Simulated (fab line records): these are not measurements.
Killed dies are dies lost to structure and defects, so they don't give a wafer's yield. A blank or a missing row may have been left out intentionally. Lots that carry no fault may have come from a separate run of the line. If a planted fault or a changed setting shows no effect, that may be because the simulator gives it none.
Chamber matching | flow nand harc | 4 sister chambers for NHARC_A_BONDPAD_ETCH_34 on rie diel-13
The step etches the open film in N2/H2, target depth 60 nm, overetch 18 nm, time 65.91 s. 4 wafers are shown with their chamber, then 8 later ones without.

## EACH WAFER AND ITS CHAMBER
wafer  | chamber | drypump motor current A (A)
L159.1 | 1       | 5.15
L159.2 | 3       | 5.77
L159.4 | 0       | 5.60
L166.1 | 2       | 5.69

## WAFERS WITH NO CHAMBER GIVEN
wafer  | drypump motor current A (A)
L166.3 | 5.15
L166.4 | 5.64
L169.3 | 5.63
L169.5 | 5.13
L169.6 | 5.68
L171.1 | 5.16
L171.2 | 5.63
L171.4 | 5.13

## WHICH CHAMBER EACH ONE RAN IN
wafer  | from the rows above     | in truth
L166.3 | 1                       | 1
L166.4 | can't be placed: 0 or 2 | 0
L169.3 | can't be placed: 0 or 2 | 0
L169.5 | 1                       | 1
L169.6 | 2                       | 2
L171.1 | 1                       | 1
L171.2 | can't be placed: 0 or 2 | 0
L171.4 | 1                       | 1
5 of 8 placed correctly. Not placeable from these rows: 3 (in 3, the candidates include the true chamber). 0 placed wrongly.
How it was worked out, from the rows above alone: a wafer's distance from a chamber is the root of the sum, over the readings, of the square of ((its reading less the chamber's mean) divided by the reading's scatter). If the next closest chamber is less than 2 further off than the closest, the wafer can't be placed; otherwise it belongs to the closest. For every chamber, the mean is computed from those of its wafers that are shown. The scatter: with one shown wafer a chamber, the root of the mean of the squares of how far each hidden wafer lies from its nearest shown one.
